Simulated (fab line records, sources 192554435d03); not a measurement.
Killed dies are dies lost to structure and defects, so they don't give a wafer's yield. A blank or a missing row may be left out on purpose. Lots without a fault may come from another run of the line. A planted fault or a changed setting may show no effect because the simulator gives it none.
Chamber matching | flow n5_finfet | N5_BEOL_M5_PRE_CLEAN_77 on cvd_co-01: 3 sister chambers
The step time 15 s. 6 wafers are shown with their chamber, then 12 later ones without.

WAFERS WITH THEIR CHAMBER
wafer  | chamber | heater_power_w (W)
L089.1 | 1       | 88
L088.1 | 1       | 86
L088.4 | 2       | 65
L091.1 | 0       | 100
L091.4 | 0       | 98
L091.5 | 2       | 65

WAFERS WITHOUT THEIR CHAMBER
wafer  | heater_power_w (W)
L093.2 | 94
L093.3 | 85
L093.4 | 86
L092.4 | 66
L092.5 | 98
L092.6 | 86
L096.1 | 87
L096.5 | 100
L096.6 | 66
L097.1 | 97
L097.3 | 68
L097.5 | 65

WHICH CHAMBER EACH WENT THROUGH
wafer  | from the rows above     | in truth
L093.2 | can't be placed: 0 or 1 | 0
L093.3 | 1                       | 1
L093.4 | 1                       | 1
L092.4 | 2                       | 2
L092.5 | 0                       | 0
L092.6 | 1                       | 1
L096.1 | 1                       | 1
L096.5 | 0                       | 0
L096.6 | 2                       | 2
L097.1 | 0                       | 0
L097.3 | 2                       | 2
L097.5 | 2                       | 2
Placed correctly: 11 of 12. Can't be placed from these rows: 1 (the true chamber is among the candidates in 1). Placed wrongly: 0.
How it was worked out, from the rows above alone: a wafer's distance from a chamber is the root of the sum, over the readings, of the square of ((its reading less the chamber's mean) divided by the reading's scatter). The wafer belongs to the nearest chamber; if the next one is less than 2 further off, it can't be placed. A chamber's mean is the mean of its shown wafers. The scatter: the root of (the sum of the squares of (reading less its chamber's mean) over the shown wafers, divided by (wafers less chambers)).
